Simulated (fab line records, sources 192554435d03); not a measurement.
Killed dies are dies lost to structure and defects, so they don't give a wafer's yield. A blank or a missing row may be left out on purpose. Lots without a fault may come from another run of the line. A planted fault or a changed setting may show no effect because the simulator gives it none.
fab line records | flow n5_finfet
record lots=7 wafers=39
route steps=1938 shown BEOL_M10@1512 BEOL_M12@1648 BEOL_M15@1827 PAD_METAL@1896
start_h: hours from the record's first day to the start of the lot's first wafer shown | wait_h: hours since the lot's step before | " the same as in the row above | L1.1+2: a row that stands for several wafers | - no value, or no start given | * or withheld: withheld | < > ~ a bound
route shown NAME@n: a module of which the file shows steps, and the number in the route of the first | usual: mean/standard deviation of fault-free wafers | same: alike in all rows | chamber/n: place in a boat | sites: the reading at each site | _std_site: their standard deviation | _edge_site: outer sites' mean less inner sites' | radius_mm: how far each site lies from the wafer's centre | mask NAME#n: copy n | behind: the tool/chamber that last shaped the wafer | hold: why the lot was held/for how many hours/how that ended | device: the transistor (n, p or np) that didn't switch | end of line: the same wafers' tests at the end of the route | a step without rows: its recipe alone | killed: dies lost to structure and defects at the first sort, not the wafer's yield | map: a wafer's dies, x killed, . not, _ none there
set.NAME: the setting as run; set.NAME@STEP: as run at that earlier step | model.NAME: the simulator's own value behind a step, which no gauge read
lots whose settings were changed on purpose; a table a step, a row a wafer
## steps
# step N5_BEOL_M10_TRENCH_ETCH_37
# recipe chemistry=C4F6/O2 target_depth_a=1488.3 target=SiCOH_lowk time_s=48 ion_energy_ev=250 pressure_mtorr=30 source_w=345 bias_w=185 Ar_flow_sccm=300 C4F6_flow_sccm=10 O2_flow_sccm=10
# columns lot.wafer tool chamber start_h wait_h set.time_s model.BEOL_M10.feature_depth_nm model.etch.depth_nm model.TiN_of_BEOL_M10_HM_DEP_02.thk_nm
L076.1 rie_diel-05 1 - - 48 146.6 146.6 15.6
L076.2 " 0 " " 48 150 150 15.6
L076.3 " 3 " " 63.95 201.8 201.8 14.4
L076.4 " 2 " " 63.95 198.8 198.7 14.2
L076.5 " 2 " " 48 151.8 151.8 15.8
L076.6 " 3 " " 63.95 201.8 201.7 14
L078.1 rie_diel-05 3 - - 48 150.6 150.7 16.4
L078.2 " 2 " " 67.6 213.4 213.4 14.2
L078.3 " 0 " " 48 150 149.9 16
L078.4 " 1 " " 67.6 206.6 206.7 14.4
L078.5 " 2 " " 67.6 213 213.1 14.4
L078.6 " 3 " " 48 151.2 151.2 16.2
L085.1 rie_diel-04 0 - - 48 152 152 16
L085.2 " 1 " " 48 151.2 151.3 16
L085.3 " 3 " " 64.48 200.2 200.2 14.6
L085.4 " 2 " " 64.48 196.6 196.7 14.6
L085.5 " 0 " " 64.48 205.6 205.5 14.4
L085.6 " 3 " " 48 150 150 16
L089.1 rie_diel-05 2 - - 19.48 60.6 60.58 18.4
L089.2 " 1 " " 48 144 144 15.8
L089.3 " 0 " " 48 150.2 150.2 15.8
L089.4 " 3 " " 48 150 150.1 15.8
L089.5 " 1 " " 19.48 58.8 58.76 18.4
L089.6 " 0 " " 19.48 61.2 61.11 18.4
L093.1 rie_diel-03 0 - - 48 152.2 152.2 16
L093.2 " 2 " " 48 150.4 150.4 16
L093.3 " 3 " " 48 146.2 146.2 16.2
L093.4 " 1 " " 48 148.8 148.9 16.2
L093.5 " 0 " " 48 151.2 151.2 16
L093.6 " 3 " " 48 147.8 147.8 16
L094.1 rie_diel-03 2 - - 48 149.4 149.4 15.4
L094.2 " 0 " " 48 150.4 150.4 15.2
L094.3 " 3 " " 48 145 145 15.8
L094.4 " 1 " " 48 147.6 147.7 15.4
L094.5 " 1 " " 48 146.6 146.7 15.4
L094.6 " 2 " " 48 149.8 149.7 15.4
L096.1 rie_diel-04 3 - - 48 148.2 148.3 16
L096.2 " 2 " " 48 146.4 146.5 16.2
L096.5 " 1 " " 48 151.2 151.2 16
# step N5_BEOL_M10_ETCH_41
# recipe chemistry=CH3F/O2 target=SiCN target_depth_a=426 taper_deg=2 time_s=86 ion_energy_ev=120 mask_material=TiN pressure_mtorr=30 source_w=395 bias_w=75 Ar_flow_sccm=150 CH3F_flow_sccm=30 O2_flow_sccm=20
# step N5_BEOL_M10_STRIP_77
# recipe chemistry=N2/H2 time_s=10 power_w=450 temp_c=40 pressure_mtorr=20 rf_frequency_hz=6e+07 bias_power_w=7 n2_flow_sccm=200 h2_flow_sccm=200
# step N5_BEOL_M10_OCD_MEAS_38
# usual trench_depth_nm=149.3/2.2
# columns lot.wafer tool chamber start_h wait_h set.time_s@BEOL_M10_TRENCH_ETCH_37 trench_depth_nm
L076.1 ocd-01 - 231.93 - 48 146.7
L076.2 " - " " 48 149.9
L076.3 " - " " 63.95 202.3
L076.4 " - " " 63.95 199.1
L076.5 " - " " 48 152.0
L076.6 " - " " 63.95 201.6
L078.1 ocd-02 - 248.47 - 48 150.7
L078.2 " - " " 67.6 213.2
L078.3 " - " " 48 150.0
L078.4 " - " " 67.6 206.4
L078.5 " - " " 67.6 213.2
L078.6 " - " " 48 150.8
L085.1 ocd-01 - 279.38 - 48 152.5
L085.2 " - " " 48 151.5
L085.3 " - " " 64.48 200.2
L085.4 " - " " 64.48 197.1
L085.5 " - " " 64.48 205.4
L085.6 " - " " 48 149.7
L089.1 ocd-02 - 308.38 - 19.48 60.8
L089.2 " - " " 48 144.0
L089.3 " - " " 48 150.2
L089.4 " - " " 48 149.7
L089.5 " - " " 19.48 58.6
L089.6 " - " " 19.48 61.4
L093.1 ocd-01 - 349.51 - 48 152.0
L093.2 " - " " 48 150.6
L093.3 " - " " 48 146.7
L093.4 " - " " 48 148.8
L093.5 " - " " 48 151.1
L093.6 " - " " 48 148.0
L094.1 ocd-02 - 351.51 - 48 149.1
L094.2 " - " " 48 150.5
L094.3 " - " " 48 144.7
L094.4 " - " " 48 148.2
L094.5 " - " " 48 146.5
L094.6 " - " " 48 149.4
L096.1 ocd-01 - 364.24 - 48 148.2
L096.2 " - " " 48 146.7
L096.5 " - " " 48 150.5
# step N5_BEOL_M10_HM_STRIP_39
# recipe chemistry=peroxide_tin_strip material=TiN target_depth_a=250 temp_c=50 time_s=158
# step N5_BEOL_M10_SRD_40
# recipe time_s=30 temp_c=23 rinse_liquid=diw dry=ipa_marangoni
# step N5_BEOL_M10_ECD_50
# recipe material=Cu target_thk_a=3180
# step N5_BEOL_M10_ANNEAL_51
# recipe temp_c=225 time_s=90 ambient=N2
# step N5_BEOL_M10_CMP_52
# recipe stop_on=SiCOH_lowk t_overpolish_s=7 down_force_psi=1 platen_rpm=50 clearing_platen_down_force_psi=1.5 clearing_platen_rpm=50 post_cmp_clean=cu_alkaline target_thk_nm=140 clearing_platen_pad_velocity_m_s=0.99484 pad_velocity_m_s=0.99484
# columns lot.wafer tool chamber start_h wait_h set.time_s@BEOL_M10_TRENCH_ETCH_37 model.Cu_of_BEOL_M10_ECD_50.thk_nm
L076.2 cmp-02 0 235.56 0.2 48 140.6
L076.3 " 1 " " 63.95 191.4
L076.4 " 2 " " 63.95 188.2
L076.1 " 3 " " 48 136.2
L076.5 " 0 " " 48 141.4
L076.6 " 1 " " 63.95 190.8
L078.3 cmp-03 3 252.29 0.2 48 141
L078.2 " 0 " " 67.6 204
L078.4 " 1 " " 67.6 198.4
L078.1 " 2 " " 48 141.8
L078.6 " 3 " " 48 142.4
L078.5 " 0 " " 67.6 203.8
L085.2+1 cmp-03 2,0 283.51 0.2 48 143.6
L085.3 " 3 " " 64.48 191.4
L085.4 " 1 " " 64.48 189.4
L085.6 " 2 " " 48 142.8
L085.5 " 3 " " 64.48 197
L089.1 cmp-02 2 312.34 0.3 19.48 48.2
L089.2 " 3 " " 48 133.8
L089.3 " 0 " " 48 140.4
L089.4 " 1 " " 48 139.4
L089.6 " 2 " " 19.48 50.6
L089.5 " 3 " " 19.48 48
L093.1 cmp-03 1 353.02 0.3 48 144.2
L093.4 " 2 " " 48 140.2
L093.2 " 3 " " 48 141.2
L093.3 " 0 " " 48 137
L093.5 " 1 " " 48 142.4
L093.6 " 2 " " 48 139.8
L094.1 cmp-02 2 353.88 0.3 48 137.8
L094.3 " 3 " " 48 135.4
L094.4+6 " 0,2 " " 48 138.2
L094.2 " 1 " " 48 140.6
L094.5 " 3 " " 48 135.8
L096.2 cmp-01 3 366.64 0.2 48 136.8
L096.1 " 1 " " 48 139.4
L096.5 " 0 " " 48 141.8
# step N5_BEOL_M10_THK_MEAS_53
# recipe thk_meas_gauge=xrf reads=Cu_of_BEOL_M10_ECD_50
# usual M10_THK=140.5/2.5
# columns lot.wafer tool chamber start_h wait_h set.time_s@BEOL_M10_TRENCH_ETCH_37 M10_THK[nm]
L076.1 film_metro-01 - 235.86 - 48 136.3
L076.2 " - " " 48 140.3
L076.3 " - " " 63.95 191.8
L076.4 " - " " 63.95 189.0
L076.5 " - " " 48 141.0
L076.6 " - " " 63.95 191.1
L078.1 film_metro-01 - 252.59 - 48 141.7
L078.2 " - " " 67.6 204.5
L078.3 " - " " 48 140.7
L078.4 " - " " 67.6 199.0
L078.5 " - " " 67.6 205.2
L078.6 " - " " 48 142.5
L085.1 film_metro-02 - 283.81 - 48 145.9
L085.2 " - " " 48 145.4
L085.3 " - " " 64.48 194.1
L085.4 " - " " 64.48 192.5
L085.5 " - " " 64.48 200.0
L085.6 " - " " 48 145.2
L089.1 film_metro-01 - 312.63 - 19.48 48.6
L089.2 " - " " 48 134.6
L089.3 " - " " 48 141.3
L089.4 " - " " 48 141.0
L089.5 " - " " 19.48 48.3
L089.6 " - " " 19.48 51.2
L093.1 film_metro-02 - 353.32 - 48 146.2
L093.2 " - " " 48 142.5
L093.3 " - " " 48 138.5
L093.4 " - " " 48 141.4
L093.5 " - " " 48 143.7
L093.6 " - " " 48 140.7
L094.1 film_metro-02 - 354.18 - 48 137.6
L094.2 " - " " 48 139.4
L094.3 " - " " 48 134.4
L094.4 " - " " 48 137.4
L094.5 " - " " 48 135.1
L094.6 " - " " 48 138.0
L096.1 film_metro-02 - 366.94 - 48 139.9
L096.2 " - " " 48 137.2
L096.5 " - " " 48 142.9
# step N5_BEOL_M10_PRE_CLEAN_55
# recipe gas=NH3 time_s=15 temp_c=withheld rf_power_w=300
# step N5_BEOL_M10_DEP_56
# recipe material=SiCN target_thk_a=150 temp_c=withheld precursor=3MS/NH3 pressure_torr=3 rf_w=202 time_s=26.5
# step N5_BEOL_M10_RS_MEAS_57
# recipe thk_meas_gauge=four-point-probe reads=Cu_of_BEOL_M10_ECD_50+Co_of_BEOL_M10_CVD_75+TaN_of_BEOL_M10_ALD_74
# usual M10_RS=0.1509/0.0027
# columns lot.wafer tool chamber start_h wait_h set.time_s@BEOL_M10_TRENCH_ETCH_37 M10_RS[ohm/sq]
L076.1 film_metro-02 - 235.99 0.1 48 0.1548
L076.2 " - " " 48 0.1498
L076.3 " - " " 63.95 0.1073
L076.4 " - " " 63.95 0.1091
L076.5 " - " " 48 0.1488
L076.6 " - " " 63.95 0.1073
L078.1 film_metro-02 - 252.72 0.1 48 0.1487
L078.2 " - " " 67.6 0.1002
L078.3 " - " " 48 0.1495
L078.4 " - " " 67.6 0.1031
L078.5 " - " " 67.6 0.1002
L078.6 " - " " 48 0.1477
L085.1 film_metro-02 - 283.97 0.1 48 0.1464
L085.2 " - " " 48 0.1461
L085.3 " - " " 64.48 0.1072
L085.4 " - " " 64.48 0.1088
L085.5 " - " " 64.48 0.1037
L085.6 " - " " 48 0.1472
L089.1 film_metro-01 - 312.77 0.1 19.48 0.5254
L089.2 " - " " 48 0.1584
L089.3 " - " " 48 0.1503
L089.4 " - " " 48 0.1512
L089.5 " - " " 19.48 0.5284
L089.6 " - " " 19.48 0.4945
L093.1 film_metro-02 - 353.49 0.1 48 0.1458
L093.2 " - " " 48 0.1491
L093.3 " - " " 48 0.1544
L093.4 " - " " 48 0.1501
L093.5 " - " " 48 0.1479
L093.6 " - " " 48 0.1509
L094.1 film_metro-02 - 354.31 0.1 48 0.1532
L094.2 " - " " 48 0.1499
L094.3 " - " " 48 0.1565
L094.4 " - " " 48 0.1527
L094.5 " - " " 48 0.1555
L094.6 " - " " 48 0.1528
L096.1 film_metro-01 - 367.07 0.1 48 0.1512
L096.2 " - " " 48 0.1541
L096.5 " - " " 48 0.1482
# step N5_BEOL_M12_SPUTTER_43
# recipe material=TaN target_thk_a=150 temp_c=50 bias_v=168.6 power_w=15000 chamber_pressure_pa=0.12 time_s=24.19
# columns lot.wafer tool chamber start_h wait_h set.time_s model.TaN_of_BEOL_M12_SPUTTER_43.thk_nm
L076.1+2+4 pvd_sputter-02 - 249.04 0.0 24.19 14.8
L076.3 " - " " 15.36 9.6
L076.5+6 " - " " 15.36 9.4
L078.1+2+4 pvd_sputter-03 - 263.17 0.0 24.19 15
L078.3+5+6 " - " " 24.19 15.2
L085.1+3 pvd_sputter-01 - 299.23 0.0 24.19 15.2
L085.2 " - " " 31.09 19.2
L085.4+5 " - " " 31.09 19.4
L085.6 " - " " 24.19 15
L089.1+3+4+5+6 pvd_sputter-02 - 325.34 0.0 24.19 14.8
L089.2 " - " " 24.19 15
L094.1+5 pvd_sputter-03 - 366.85 0.0 32.73 20.4
L094.2+3+4 " - " " 24.19 15.2
L094.6 " - " " 32.73 20.2
L093.1+3+4+5+6 pvd_sputter-03 - 368.11 0.0 24.19 15.2
L093.2 " - " " 24.19 15.4
L096.1 pvd_sputter-01 - 381.47 0.0 24.19 15
L096.2+5 " - " " 24.19 14.8
# step N5_BEOL_M12_SPUTTER_44
# recipe material=Ta target_thk_a=100 temp_c=50 bias_v=80 power_w=15000 chamber_pressure_pa=0.07 time_s=16.13
# step N5_BEOL_M12_SPUTTER_45
# recipe material=Cu target_thk_a=800 temp_c=-20 bias_v=60 power_w=26000 chamber_pressure_pa=0.13 time_s=13.33
# step N5_BEOL_M12_ECD_47
# recipe material=Cu target_thk_a=7200
# step N5_BEOL_M12_ANNEAL_48
# recipe temp_c=225 time_s=90 ambient=N2
# step N5_BEOL_M12_CMP_49
# recipe stop_on=SiOC t_overpolish_s=20.6 down_force_psi=1 platen_rpm=50 clearing_platen_down_force_psi=1.5 clearing_platen_rpm=50 post_cmp_clean=cu_alkaline target_thk_nm=320 clearing_platen_pad_velocity_m_s=0.99484 pad_velocity_m_s=0.99484
# usual barrier_field_endpoint_s=30.2/0.6
# columns lot.wafer tool chamber start_h wait_h set.time_s@BEOL_M12_SPUTTER_43 barrier_field_endpoint_s
L076.4 cmp-01 3 249.76 0.1 24.19 29.4
L076.1 " 0 " " 24.19 29.4
L076.2 " 1 " " 24.19 30.3
L076.3 " 2 " " 15.36 23.3
L076.6 " 3 " " 15.36 23.0
L076.5 " 0 " " 15.36 23.4
L078.4 cmp-04 1 263.90 0.1 24.19 29.5
L078.1 " 2 " " 24.19 29.6
L078.3 " 3 " " 24.19 29.4
L078.2 " 0 " " 24.19 29.5
L078.5 " 1 " " 24.19 30.0
L078.6 " 2 " " 24.19 29.3
L085.4 cmp-02 0 299.95 0.1 31.09 36.4
L085.3 " 1 " " 24.19 30.1
L085.1 " 2 " " 24.19 30.8
L085.2 " 3 " " 31.09 35.5
L085.6 " 0 " " 24.19 31.0
L085.5 " 1 " " 31.09 35.4
L089.4 cmp-04 1 326.13 0.1 24.19 30.1
L089.1 " 2 " " 24.19 29.7
L089.3 " 3 " " 24.19 30.3
L089.2 " 0 " " 24.19 29.8
L089.5 " 1 " " 24.19 31.3
L089.6 " 2 " " 24.19 30.3
L094.1 cmp-02 2 367.57 0.3 32.73 36.1
L094.3 " 3 " " 24.19 30.8
L094.4 " 0 " " 24.19 30.4
L094.2 " 1 " " 24.19 30.2
L094.5 " 2 " " 32.73 36.4
L094.6 " 3 " " 32.73 36.5
L093.1 cmp-04 1 368.83 0.3 24.19 31.4
L093.2 " 2 " " 24.19 31.5
L093.4 " 3 " " 24.19 31.0
L093.3 " 0 " " 24.19 31.3
L093.6 " 1 " " 24.19 32.4
L093.5 " 2 " " 24.19 30.7
L096.2 cmp-02 1 382.23 0.2 24.19 30.3
L096.1 " 3 " " 24.19 30.5
L096.5 " 1 " " 24.19 30.0
# step N5_BEOL_M15_DEP_53
# recipe material=SiCN target_thk_a=500 temp_c=withheld precursor=3MS/NH3 pressure_torr=3 rf_w=675 time_s=17.8
# columns lot.wafer tool chamber start_h wait_h set.target_thk_a model.SiCN_of_BEOL_M15_DEP_53.thk_nm
L076.1 pecvd-02 1 264.69 0.0 500 48.8
L076.2 " 0 " " 722.9 71.8
L076.3 " 2 " " 500 49.6
L076.4 " 1 " " 722.9 72.8
L076.5 " 2 " " 722.9 73
L076.6 " 0 " " 500 50
L078.1 pecvd-02 1 280.75 0.0 500 49.8
L078.2 " 0 " " 500 48.8
L078.3 " 2 " " 500 49.2
L078.4 " 1 " " 500 51
L078.5 " 0 " " 500 50
L078.6 " 2 " " 500 50.4
L085.1 pecvd-03 0 326.27 0.0 370.9 37
L085.2 " 2 " " 370.9 35.8
L085.3 " 1 " " 500 49.8
L085.4+6 " 1,0 " " 500 50
L085.5 " 2 " " 370.9 36.2
L089.1 pecvd-02 1 343.26 0.0 500 49
L089.2+3 " 2,0 " " 500 48.8
L089.4 " 1 " " 500 49.6
L089.5 " 2 " " 500 50
L089.6 " 0 " " 500 49.8
L094.1 pecvd-04 0 391.49 0.0 500 50
L094.2 " 1 " " 216.1 22
L094.3 " 2 " " 216.1 21.4
L094.4 " 2 " " 500 50.2
L094.5 " 1 " " 500 50.6
L094.6 " 0 " " 216.1 22.2
L093.1 pecvd-03 2 393.92 0.0 500 49
L093.2 " 0 " " 693.3 67.6
L093.3 " 1 " " 693.3 68.4
L093.4 " 2 " " 500 49.6
L093.5 " 0 " " 693.3 69
L093.6 " 1 " " 500 50.2
L096.1 pecvd-04 0 395.78 0.0 500 50.4
L096.2 " 2 " " 500 49.4
L096.5 " 2 " " 500 50.6
# step N5_PASSIVATION_AL_DEP_21
# recipe material=Al target_thk_a=28000 temp_c=400 time_s=170 power_w=30000 chamber_pressure_pa=0.4 gas=Ar
# columns lot.wafer tool chamber start_h wait_h set.target_thk_a model.Al_of_PASSIVATION_AL_DEP_21.thk_nm
L076.1 pvd_sputter-02 - 272.59 0.1 28000 2807
L076.2 " - " " 28000 2818
L076.3 " - " " 28000 2804
L076.4 " - " " 28000 2836
L076.5 " - " " 28000 2814
L076.6 " - " " 28000 2810
L078.1 pvd_sputter-03 - 287.36 0.1 28000 2799
L078.2 " - " " 28000 2804
L078.3 " - " " 28000 2776
L078.4 " - " " 28000 2791
L078.5 " - " " 28000 2787
L078.6 " - " " 28000 2770
L085.1 pvd_sputter-02 - 336.59 0.1 28000 2782
L085.2 " - " " 17650 1744
L085.3 " - " " 28000 2798
L085.4 " - " " 17650 1726
L085.5 " - " " 28000 2773
L085.6 " - " " 17650 1741
L089.1 pvd_sputter-01 - 352.67 0.1 28000 2866
L089.2 " - " " 28000 2821
L089.3 " - " " 28000 2829
L089.4 " - " " 11270 1180
L089.5 " - " " 11270 1159
L089.6 " - " " 11270 1143
L094.1 pvd_sputter-02 - 403.91 0.1 28000 2782
L094.2 " - " " 17680 1797
L094.3 " - " " 28000 2803
L094.4 " - " " 28000 2795
L094.5 " - " " 17680 1774
L094.6 " - " " 17680 1775
L093.1 pvd_sputter-01 - 404.38 0.1 28000 2813
L093.2 " - " " 44300 4456
L093.3 " - " " 44300 4452
L093.4 " - " " 28000 2801
L093.5 " - " " 28000 2812
L093.6 " - " " 44300 4467
L096.1 pvd_sputter-02 - 407.80 0.1 28000 2826
L096.2 " - " " 28000 2819
L096.5 " - " " 28000 2810
## key
split step=N5_BEOL_M10_TRENCH_ETCH_37 setting=time_s stated=48 by=wafer
response step=N5_BEOL_M10_TRENCH_ETCH_37 reading=model.BEOL_M10.feature_depth_nm change=+1.48 per=1% r=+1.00
response step=N5_BEOL_M10_TRENCH_ETCH_37 reading=model.etch.depth_nm change=+1.48 per=1% r=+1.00
response step=N5_BEOL_M10_TRENCH_ETCH_37 reading=model.TiN_of_BEOL_M10_HM_DEP_02.thk_nm change=-0.0441 per=1% r=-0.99
response step=N5_BEOL_M10_OCD_MEAS_38 reading=trench_depth_nm change=+1.48 per=1% r=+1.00
response step=N5_BEOL_M10_CMP_52 reading=model.Cu_of_BEOL_M10_ECD_50.thk_nm change=+1.49 per=1% r=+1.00
response step=N5_BEOL_M10_THK_MEAS_53 reading=M10_THK change=+1.5 per=1% r=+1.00
response step=N5_BEOL_M10_RS_MEAS_57 reading=M10_RS shape=bent at_lowest=0.5161 at_stated=0.1508 at_highest=0.1012
split step=N5_BEOL_M12_SPUTTER_43 setting=time_s stated=24.19 by=wafer
response step=N5_BEOL_M12_SPUTTER_43 reading=model.TaN_of_BEOL_M12_SPUTTER_43.thk_nm change=+0.146 per=1% r=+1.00
response step=N5_BEOL_M12_CMP_49 reading=barrier_field_endpoint_s change=+0.173 per=1% r=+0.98
split step=N5_BEOL_M15_DEP_53 setting=target_thk_a stated=500 by=wafer
response step=N5_BEOL_M15_DEP_53 reading=model.SiCN_of_BEOL_M15_DEP_53.thk_nm change=+0.504 per=1% r=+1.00
split step=N5_PASSIVATION_AL_DEP_21 setting=target_thk_a stated=28000 by=wafer
response step=N5_PASSIVATION_AL_DEP_21 reading=model.Al_of_PASSIVATION_AL_DEP_21.thk_nm change=+28.1 per=1% r=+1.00
